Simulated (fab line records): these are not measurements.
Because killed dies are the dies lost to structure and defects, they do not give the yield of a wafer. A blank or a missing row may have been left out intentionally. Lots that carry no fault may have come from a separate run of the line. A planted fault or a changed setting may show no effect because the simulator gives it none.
Chamber matching || flow n5_finfet || N5_STI_FIN_REVEAL_CMP_04 on cmp-04: 4 sister chambers
The step polishes, stops on Si3N4, t overpolish 4 s, target thk 131.83 nm. 8 wafers are shown with their chamber, then 8 later ones without.

## WAFERS PAIRED WITH THEIR CHAMBERS
{"wafer": "L082.5", "chamber": 3, "motor_current_A (A)": 9.2, "time_to_endpoint_s (s)": 104}
{"wafer": "L086.1", "chamber": 0, "motor_current_A (A)": 8.5, "time_to_endpoint_s (s)": 104}
{"wafer": "L086.2", "chamber": 3, "motor_current_A (A)": 9.6, "time_to_endpoint_s (s)": 107}
{"wafer": "L086.6", "chamber": 1, "motor_current_A (A)": 7.1, "time_to_endpoint_s (s)": 96}
{"wafer": "L087.1", "chamber": 2, "motor_current_A (A)": 9.4, "time_to_endpoint_s (s)": 106}
{"wafer": "L087.5", "chamber": 1, "motor_current_A (A)": 6.7, "time_to_endpoint_s (s)": 98}
{"wafer": "L087.6", "chamber": 0, "motor_current_A (A)": 8.5, "time_to_endpoint_s (s)": 113}
{"wafer": "L090.1", "chamber": 2, "motor_current_A (A)": 9.2, "time_to_endpoint_s (s)": 102}

## WAFERS WHOSE CHAMBER IS MISSING
{"wafer": "L090.4", "motor_current_A (A)": 9.9, "time_to_endpoint_s (s)": 105}
{"wafer": "L090.5", "motor_current_A (A)": 9.4, "time_to_endpoint_s (s)": 111}
{"wafer": "L094.3", "motor_current_A (A)": 9.9, "time_to_endpoint_s (s)": 109}
{"wafer": "L094.4", "motor_current_A (A)": 9.6, "time_to_endpoint_s (s)": 98}
{"wafer": "L094.6", "motor_current_A (A)": 9.2, "time_to_endpoint_s (s)": 101}
{"wafer": "L096.1", "motor_current_A (A)": 6.7, "time_to_endpoint_s (s)": 92}
{"wafer": "L096.2", "motor_current_A (A)": 8.7, "time_to_endpoint_s (s)": 108}
{"wafer": "L096.4", "motor_current_A (A)": 10.0, "time_to_endpoint_s (s)": 105}

## WHICH CHAMBER EACH ONE RAN IN
{"wafer": "L090.4", "from the rows above": "can't be placed: 3 or 2", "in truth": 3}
{"wafer": "L090.5", "from the rows above": "can't be placed: 3 or 2", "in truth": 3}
{"wafer": "L094.3", "from the rows above": "can't be placed: 3 or 2", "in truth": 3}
{"wafer": "L094.4", "from the rows above": "can't be placed: 2 or 3", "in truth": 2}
{"wafer": "L094.6", "from the rows above": "can't be placed: 2 or 3", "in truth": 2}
{"wafer": "L096.1", "from the rows above": 1, "in truth": 1}
{"wafer": "L096.2", "from the rows above": 0, "in truth": 0}
{"wafer": "L096.4", "from the rows above": "can't be placed: 3 or 2", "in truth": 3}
Correct placement for 2 of the 8. Cannot be placed on the basis of these rows: 6; the candidates contain the true chamber in 6. Placed wrongly: 0.
How it was worked out, from the rows above alone: a wafer's distance from a chamber is the root of the sum, over the readings, of the square of ((its reading less the chamber's mean) divided by the reading's scatter). The wafer belongs to the nearest chamber; if the next one is less than 2 further off, it can't be placed. Each chamber's mean is taken over the wafers shown for it. How the scatter is found: for the shown wafers, subtract from each reading the mean of its chamber, square and add these, divide the total by (wafers less chambers), then take the root.
